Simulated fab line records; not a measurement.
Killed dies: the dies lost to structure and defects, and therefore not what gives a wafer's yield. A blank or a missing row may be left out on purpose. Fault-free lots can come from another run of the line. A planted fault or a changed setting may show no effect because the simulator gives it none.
fab line records    flow nandHarc
record lots=6  wafers=18  lastDay=32
route steps=1302 shown A_STAIRCASE@822 END@1302
lots that met no fault: from a run of the same line without faults
startH: hours from the record's first day to the start of the lot's first wafer shown    waitH: time in hours since the lot's previous step    " unchanged from the row above    L1.1+2: a row that stands for several wafers    - no value present, or no start provided    * or withheld: withheld    < > ~ a bound
route shown NAME@n: a module of which the file shows steps, and the number in the route of the first    usual: mean and standard deviation over wafers with no fault    same: alike in all rows    chamber/n: place in a boat    sites: each site's reading    _std_site: the values' standard deviation    _edge_site: inner sites' mean taken away from outer sites' mean    radiusMm: how far each site lies from the wafer's centre    mask NAME#n: copy n    behind: the last tool/chamber to shape the wafer    hold: the reason the lot was held/the length of the hold in hours/how it ended    device: transistor that didn't switch, given as n, p or np    end of line: at the end of the route, the tests of the same wafers    for a step that has no rows: nothing shown but its recipe    killed: the dies lost at the first sort to structure and to defects; this is not the yield of the wafer    map: shows each die of a wafer: x if killed, . if not, _ if none is there
set.NAME: the setting as run; set.NAME@STEP: as run at that earlier step    model.NAME: the simulator's own value behind a step, which no gauge read
lots at selected steps of the route; one table per step, one row per wafer
services: a tool's chamber out of use, with start hour (startH, from the record's first day; less than 0 if before it), hours out, and reason
## steps
# step NHARC_A_STAIRCASE_COAT_304
# recipe spinRpm=1200
# step NHARC_A_STAIRCASE_SOFTBAKE_305
# recipe tempC=135  timeS=170
# step NHARC_A_STAIRCASE_EBR_306
# step NHARC_A_STAIRCASE_EXPOSE_307
# recipe na=0.5  doseMj=45.72  maskId=CHOP_50
# step NHARC_A_STAIRCASE_PEB_308
# recipe pebTempC=115  pebTimeS=130
# step NHARC_A_STAIRCASE_DEVELOP_309
# recipe timeS=140
# step NHARC_A_STAIRCASE_HARDBAKE_311
# recipe tempC=120  timeS=140
# step NHARC_A_STAIRCASE_DESCUM_312
# recipe timeS=3  o2FlowSccm=200  arFlowSccm=0  biasPowerW=0  chemistry=O2
# usual drypumpMotorCurrentA=5.80/0.25  oesProductAu=1.001/0.016  rfVppV=57.7/0.84  showerheadPlenumPTorr=1.88/0.06  throttleValvePct=11.310/0.01
lot.wafer  tool        chamber  startH  waitH  drypumpMotorCurrentA  oesProductAu  rfHoursCounterH  rfVppV  showerheadPlenumPTorr  throttleValvePct
L360.1     rieDiel-04  1        378.77  -      5.59                  0.989         5                56.5    1.96                   11.317
L360.4     "           2        "       "      6.20                  1.017         7                59.9    2.02                   11.314
L360.2     "           3        "       "      5.53                  1.015         7                57.7    1.88                   11.307
L362.2     rieDiel-12  3        397.03  -      5.58                  0.985         37               57.4    1.82                   11.312
L362.4     "           0        "       "      5.84                  1.004         38               58.1    1.85                   11.320
L362.5     "           3        "       "      5.59                  0.992         -                56.8    1.82                   11.333
L369.3     rieDiel-12  2        485.88  -      5.80                  0.982         10               58.6    1.91                   11.295
L369.6     "           1        "       "      5.81                  1.031         -                57.7    1.91                   11.330
L369.5     "           2        "       "      5.80                  0.992         -                57.7    1.91                   11.308
L373.2     rieDiel-12  1        505.85  -      5.80                  1.019         17               57.5    1.91                   11.308
L373.6     "           3        "       "      5.60                  0.975         -                57.2    1.81                   11.308
L373.5     "           0        "       "      5.85                  1.008         -                57.2    1.84                   11.302
L377.4     rieDiel-05  3        549.99  -      5.78                  1.002         50               58.2    1.83                   11.303
L377.5     "           1        "       "      6.05                  1.003         -                56.9    1.78                   11.310
L377.6     "           2        "       "      6.09                  1.011         -                56.3    1.88                   11.328
L378.1     rieDiel-05  0        576.07  -      5.41                  0.974         54               56.4    1.85                   11.306
L378.3     "           1        "       "      6.04                  1.003         59               57.8    1.78                   11.317
L378.5     "           3        "       "      5.76                  1.011         -                57.9    1.83                   11.326
# step NHARC_A_STAIRCASE_ETCH_313
# recipe cf4FlowSccm=100  chf3FlowSccm=30  arFlowSccm=0  rfW=500  biasW=200  chemistry=CF4/CHF3
# usual biasW=200.0/0.61  cf4FlowSccm=100.06/0.26  drypumpMotorCurrentA=5.80/0.24  oesProductAu=0.933/0.021  rfVppV=369.7/1.8  showerheadPlenumPTorr=1.54/0.045  throttleValvePct=16.802/0.008
lot.wafer  tool        chamber  startH  waitH  biasW  cf4FlowSccm  drypumpMotorCurrentA  oesProductAu  rfHoursCounterH  rfVppV  showerheadPlenumPTorr  throttleValvePct
L360.4     rieDiel-04  1        378.87  0.1    200.0  100.34       5.56                  0.924         6                372.9   1.61                   16.801
L360.2     "           2        "       "      200.0  100.10       6.25                  0.923         7                373.2   1.65                   16.801
L360.1     "           3        "       "      199.5  100.32       5.54                  0.938         7                371.4   1.55                   16.793
L362.4     rieDiel-12  0        397.13  0.1    199.8  100.05       5.84                  0.931         38               368.6   1.52                   16.806
L362.2     "           2        "       "      199.6  99.88        5.79                  0.925         33               370.0   1.58                   16.808
L362.5     "           3        "       "      200.0  99.69        5.57                  0.912         -                367.9   1.50                   16.813
L369.3     rieDiel-12  3        485.97  0.1    200.8  100.26       5.59                  0.903         9                367.5   1.49                   16.785
L369.6     "           1        "       "      199.1  100.30       5.80                  0.952         -                372.3   1.57                   16.796
L369.5     "           2        "       "      199.1  100.25       5.78                  0.915         -                370.8   1.57                   16.806
L373.2     rieDiel-12  1        505.93  0.1    200.5  100.44       5.83                  0.942         17               370.0   1.57                   16.799
L373.6     "           3        "       "      199.6  99.92        5.58                  0.889         -                366.9   1.49                   16.802
L373.5     "           0        "       "      199.8  100.41       5.84                  0.936         -                368.3   1.51                   16.817
L377.4     rieDiel-05  1        550.21  0.2    199.5  100.40       6.08                  0.923         51               366.3   1.47                   16.792
L377.5     "           3        "       "      199.4  99.85        5.74                  0.918         -                368.7   1.51                   16.797
L377.6     "           0        "       "      199.8  99.76        5.41                  0.910         -                368.4   1.53                   16.806
L378.3     rieDiel-05  1        576.16  0.1    201.1  99.62        6.06                  0.929         59               368.4   1.47                   16.803
L378.1     "           2        "       "      200.8  99.50        6.11                  0.945         60               371.3   1.54                   16.802
L378.5     "           0        "       "      199.4  99.96        5.41                  0.905         -                368.2   1.52                   16.805
# step NHARC_A_STAIRCASE_HM_OPEN_463
# recipe o2FlowSccm=400  cosFlowSccm=20  arFlowSccm=0  rfW=500  biasW=300  chemistry=O2/COS
# usual biasW=300.0/0.89  drypumpMotorCurrentA=5.81/0.24  oesProductAu=1.001/0.017  rfVppV=466.0/1.9  showerheadPlenumPTorr=3.06/0.086  throttleValvePct=28.329/0.0093
lot.wafer  tool        chamber  startH  waitH  biasW  drypumpMotorCurrentA  oesProductAu  rfHoursCounterH  rfVppV  showerheadPlenumPTorr  throttleValvePct
L360.2     rieDiel-04  3        -       -      300.5  5.54                  1.017         7                467.2   3.08                   28.327
L360.4     "           0        "       "      299.6  5.94                  1.017         6                467.3   3.15                   28.329
L360.1     "           1        "       "      298.8  5.59                  0.991         6                468.2   3.20                   28.327
L362.4     rieDiel-12  3        -       -      299.6  5.60                  0.985         37               463.8   2.97                   28.327
L362.2     "           0        "       "      300.0  5.86                  0.984         38               465.1   3.02                   28.315
L362.5     "           3        "       "      299.3  5.57                  0.973         -                464.9   2.97                   28.317
L369.3     rieDiel-12  0        -       -      300.3  5.84                  1.007         8                466.1   3.00                   28.333
L369.5     "           2        "       "      299.2  5.80                  0.985         -                468.5   3.11                   28.337
L369.6     "           3        "       "      300.1  5.59                  0.974         -                463.6   2.96                   28.338
L373.2     rieDiel-12  0        -       -      301.3  5.86                  1.000         16               465.5   3.00                   28.317
L373.6     "           3        "       "      300.5  5.60                  0.967         -                463.8   2.96                   28.342
L373.5     "           0        "       "      301.1  5.86                  0.996         -                464.4   3.00                   28.307
L377.4     rieDiel-05  0        -       -      299.9  5.41                  0.973         46               464.8   3.03                   28.344
L377.5     "           3        "       "      300.4  5.79                  0.991         -                463.4   3.00                   28.335
L377.6     "           0        "       "      301.9  5.42                  0.975         -                464.4   3.03                   28.316
L378.1     rieDiel-05  0        -       -      298.4  5.42                  0.972         54               465.4   3.02                   28.328
L378.3     "           2        "       "      298.9  6.13                  0.998         60               464.6   3.06                   28.342
L378.5     "           3        "       "      298.5  5.77                  1.000         -                464.6   2.99                   28.333
# step NHARC_A_STAIRCASE_STRIP_464
# recipe o2FlowSccm=400  cosFlowSccm=20  arFlowSccm=0  biasW=0  chemistry=O2/COS
# step NHARC_A_STAIRCASE_ETCH_453
# recipe targetDepthA=300  overetchA=30  timeS=16.5  ionEnergyEv=100  cf4FlowSccm=80  o2FlowSccm=20  arFlowSccm=0  rfW=300  biasW=100  chemistry=CF4/O2
# usual biasW=100.02/0.29  cf4FlowSccm=80.02/0.26  drypumpMotorCurrentA=5.80/0.24  oes_f_703_au=1.000/0.0044  oes_o_777_au=1.000/0.0049  oesProductAu=1.002/0.016  rfVppV=197.4/1.2  showerheadPlenumPTorr=1.31/0.039  throttleValvePct=13.397/0.0073
lot.wafer  tool        chamber  startH  waitH  biasW   cf4FlowSccm  drypumpMotorCurrentA  oes_f_703_au  oes_o_777_au  oesProductAu  rfHoursCounterH  rfVppV  showerheadPlenumPTorr  throttleValvePct
L360.1     rieDiel-04  1        379.43  -      100.26  79.96        5.58                  1.007         0.996         1.001         6                198.7   1.37                   13.415
L360.4     "           2        "       "      100.28  80.25        6.26                  0.996         0.997         1.012         7                198.3   1.41                   13.397
L360.2     "           3        "       "      100.03  79.86        5.51                  1.000         0.996         1.026         7                198.4   1.32                   13.401
L362.2     rieDiel-12  0        397.57  -      100.33  80.30        5.81                  1.006         1.005         1.010         38               197.2   1.29                   13.392
L362.4     "           2        "       "      100.46  80.18        5.79                  0.998         0.995         1.006         33               198.7   1.34                   13.391
L362.5     "           0        "       "      100.10  80.27        5.84                  1.002         1.002         1.011         -                198.1   1.29                   13.395
L369.3     rieDiel-12  2        486.42  -      100.44  40.04        5.76                  1.141         2.031         0.976         10               198.0   0.92                   10.361
L369.5     "           0        "       "      100.01  39.51        5.81                  1.143         2.034         0.995         -                195.8   0.88                   10.376
L369.6     "           1        "       "      100.09  40.19        5.83                  1.153         2.034         1.022         -                197.0   0.92                   10.368
L373.2     rieDiel-12  1        506.38  -      100.34  39.66        5.80                  1.137         2.034         1.019         17               197.0   0.92                   10.372
L373.5     "           2        "       "      99.98   40.25        5.78                  1.139         2.032         0.984         -                196.4   0.92                   10.374
L373.6     "           3        "       "      100.05  40.01        5.57                  1.146         2.034         0.962         -                194.2   0.87                   10.360
L377.4     rieDiel-05  0        550.87  -      100.04  80.26        5.40                  0.996         0.996         0.986         46               197.3   1.29                   13.398
L377.5     "           0        "       "      99.81   80.20        5.41                  0.999         1.012         0.978         -                195.4   1.29                   13.401
L377.6     "           1        "       "      100.26  80.00        6.07                  1.010         0.998         1.011         -                195.7   1.24                   13.395
L378.1     rieDiel-05  1        576.60  -      100.18  79.66        6.06                  1.001         1.002         1.011         59               193.4   1.24                   13.387
L378.3     "           3        "       "      99.73   80.28        5.78                  0.994         0.992         1.002         58               197.4   1.28                   13.400
L378.5     "           1        "       "      99.99   79.55        6.07                  1.002         0.997         0.990         -                196.3   1.24                   13.397
# step NHARC_A_STAIRCASE_ETCH_315
# recipe targetDepthA=25000  timeS=607.1  ionEnergyEv=800  c4f8FlowSccm=80  o2FlowSccm=60  arFlowSccm=withheld  rfW=600  biasW=3000  chemistry=C4F8/O2/Ar
# usual biasW=3000/7.9  oesProductAu=0.931/0.013  rfVppV=1822/7.5
lot.wafer  tool        chamber  startH  waitH  biasW  oesProductAu  rfHoursCounterH  rfVppV
L360.4     rieDiel-04  0        -       -      2996   0.945         6                1829
L360.1     "           2        "       "      3008   0.939         8                1839
L360.2     "           3        "       "      2997   0.936         7                1824
L362.4     rieDiel-12  1        -       -      3011   0.921         40               1827
L362.2     "           2        "       "      3002   0.924         33               1829
L362.5     "           3        "       "      3008   0.915         -                1814
L369.3     rieDiel-12  2        -       -      3010   0.909         10               1826
L369.5     "           1        "       "      3003   0.962         -                1828
L369.6     "           2        "       "      3011   0.927         -                1826
L373.2     rieDiel-12  0        -       -      3000   0.946         16               1818
L373.6     "           2        "       "      3000   0.919         -                1826
L373.5     "           3        "       "      2997   0.908         -                1812
L377.4     rieDiel-05  3        -       -      3003   0.924         50               1816
L377.5     "           3        "       "      3002   0.925         -                1817
L377.6     "           0        "       "      2988   0.913         -                1820
L378.3     rieDiel-05  1        -       -      2994   0.921         59               1809
L378.1     "           2        "       "      2994   0.942         60               1821
L378.5     "           1        "       "      3006   0.938         -                1808
# step NHARC_END_SORT_01
# recipe tempC=25
# usual killedAtArray=52/19  killedAtOther=1.0/1.2  killedAtPeriphery=4.1/2.8  killedDies=57/19  killedOpen=3.1/1.7  killedShort=2.5/1.5
# same grossDies=677
lot.wafer  tool       chamber  startH  waitH  killedAtArray  killedAtOther  killedAtPeriphery  killedDies  killedOpen  killedShort
L360.1     prober-01  0        549.19  2.5    90             1              6                  97          4           5
L360.2     prober-01  0        550.00  2.8    103            2              2                  107         3           5
L360.4     prober-01  0        551.62  3.4    96             0              7                  103         2           2
L369.3     prober-01  0        668.31  3.1    25             0              3                  28          6           2
L369.5     prober-01  0        669.90  3.7    20             0              4                  24          3           1
L369.6     prober-01  0        670.69  4.0    20             1              3                  24          2           2
L377.4     prober-02  0        720.81  3.4    34             1              1                  36          3           0
L377.5     prober-02  0        721.61  3.7    64             2              8                  74          3           1
L377.6     prober-02  0        722.41  4.0    44             2              5                  51          6           4
# killed by level:class
L360.1 A_CHANNEL_HOLE_D1:chamberFilmFlake=38 A_CHANNEL_HOLE_D2:chamberFilmFlake=21 A_SLIT:chamberFilmFlake=11 A_STAIRCASE:chamberFilmFlake=8 A_CHANNEL_FILL_D2:chamberFilmFlake=5 P_M2:chamberFilmFlake=2 P_M0:geometricParticle:short=1 P_M1:geometricParticle:open=1
L360.2 A_CHANNEL_HOLE_D2:chamberFilmFlake=35 A_SLIT:chamberFilmFlake=20 A_CHANNEL_HOLE_D1:chamberFilmFlake=19 A_STAIRCASE:chamberFilmFlake=8 A_CHANNEL_FILL_D2:chamberFilmFlake=7 A_M0:chamberFilmFlake=3 A_ONON_D1:geometricParticle:short=1 A_CHANNEL_FILL_D1:geometricParticle:open=1
L360.4 A_SLIT:chamberFilmFlake=31 A_CHANNEL_HOLE_D2:chamberFilmFlake=28 A_CHANNEL_HOLE_D1:chamberFilmFlake=22 A_STAIRCASE:chamberFilmFlake=7 A_CONTACT:chamberFilmFlake=3 P_GATE:chamberFilmFlake=2 P_M1:chamberFilmFlake=2 P_M2:chamberFilmFlake=2
L369.3 A_STAIRCASE:chamberFilmFlake=5 A_CHANNEL_HOLE_D1:chamberFilmFlake=4 A_CONTACT:chamberFilmFlake=3 A_M0:geometricParticle:open=2 P_CONTACT:geometricParticle:open=1 A_SOURCE_PLATE:geometricParticle:open=1 A_SOURCE_PLATE:geometricParticle:short=1 A_DECK1_JOINT:geometricParticle:open=1
L369.5 A_CHANNEL_HOLE_D1:chamberFilmFlake=7 A_CONTACT:chamberFilmFlake=5 A_CHANNEL_HOLE_D2:chamberFilmFlake=4 P_ZERO_WELL:chamberFilmFlake=2 P_CONTACT:geometricParticle:open=1 A_CHANNEL_HOLE_D1:geometricParticle:open=1 A_DECK1_JOINT:geometricParticle:short=1 A_M0:geometricParticle:open=1
L369.6 A_CONTACT:chamberFilmFlake=4 P_GATE:chamberFilmFlake=3 A_SLIT:chamberFilmFlake=3 A_CHANNEL_HOLE_D1:chamberFilmFlake=2 A_CHANNEL_HOLE_D2:chamberFilmFlake=2 A_STAIRCASE:chamberFilmFlake=2 A_BLC:chamberFilmFlake=2 A_DECK1_JOINT:geometricParticle:short=1
L377.4 A_CHANNEL_HOLE_D1:chamberFilmFlake=17 A_STAIRCASE:chamberFilmFlake=6 A_CONTACT:chamberFilmFlake=3 A_SLIT:chamberFilmFlake=2 P_M1:geometricParticle:open=1 A_CHANNEL_HOLE_D1:geometricParticle:open=1 A_CONTACT:geometricParticle:open=1 A_ZERO_WELL:chamberFilmFlake=1
L377.5 A_CHANNEL_HOLE_D1:chamberFilmFlake=38 A_STAIRCASE:chamberFilmFlake=8 P_M2:chamberFilmFlake=6 A_SLIT:chamberFilmFlake=5 A_CHANNEL_FILL_D2:chamberFilmFlake=4 A_CHANNEL_FILL_D1:geometricParticle:open=2 A_WL_FILL:chamberFilmFlake=2 A_CONTACT:chamberFilmFlake=2
L377.6 A_CHANNEL_HOLE_D1:chamberFilmFlake=24 A_CONTACT:chamberFilmFlake=5 A_CHANNEL_FILL_D2:chamberFilmFlake=3 A_STAIRCASE:chamberFilmFlake=3 P_CONTACT:geometricParticle:open=2 THIN_TSV:chamberFilmFlake=2 P_GATE:geometricParticle:open=1 P_GATE:geometricParticle:short=1
## services
tool        chamber  startH  hours  kind
rieDiel-04  -        355.26  9.0    pm
rieDiel-12  0        377.79  -      clean
rieDiel-12  1        377.79  -      clean
rieDiel-12  2        377.79  -      clean
rieDiel-12  3        377.79  -      clean
rieDiel-12  0        403.02  -      clean
rieDiel-12  1        403.02  -      clean
rieDiel-12  2        403.02  -      clean
rieDiel-12  3        403.02  -      clean
rieDiel-05  -        406.62  9.0    pm
rieDiel-12  0        428.26  -      clean
rieDiel-12  1        428.26  -      clean
rieDiel-12  2        428.26  -      clean
rieDiel-12  3        428.26  -      clean
rieDiel-05  1        434.90  8.5    repair
rieDiel-12  1        436.89  4.7    repair
rieDiel-12  -        447.69  9.0    pm
rieDiel-12  0        447.69  9.0    ventCycle
rieDiel-12  1        447.69  9.0    ventCycle
rieDiel-12  2        447.69  9.0    ventCycle
rieDiel-12  3        447.69  9.0    ventCycle
rieDiel-05  0        488.97  8.7    repair
rieDiel-04  -        532.26  9.0    pm
rieDiel-12  0        576.81  15.6   repair
## key
firstSign step=NHARC_A_STAIRCASE_ETCH_453  reading=throttleValvePct  direction=down  sigmas=99+  usual=13.397  struck=10.369
effect step=NHARC_A_STAIRCASE_ETCH_453  reading=oes_o_777_au  direction=up  sigmas=99+  usual=1.000  struck=2.033
metAt NHARC_A_STAIRCASE_ETCH_453
struckWafers L369.3,L369.5,L369.6,L373.2,L373.5,L373.6
testerLeftOut L369,L373
onsetBetween 397.57 486.42
fault kind=processParameterDrift  tool=rieDiel-12  chamber=-  onsetH=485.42  steps=NHARC_A_STAIRCASE_ETCH_453  channel=cf4FlowSccm  offset=-40  shape=step  endH=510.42  actsIn=theseRecipesOnly  stated=80
# testerLeftOut: of these lots the tester's yield and bins aren't shown, on N5 and GAA mostly nor the transistor test; their killed dies are dies lost to structure and defects alone, not to doping, threshold or leakage, so they don't give the yield
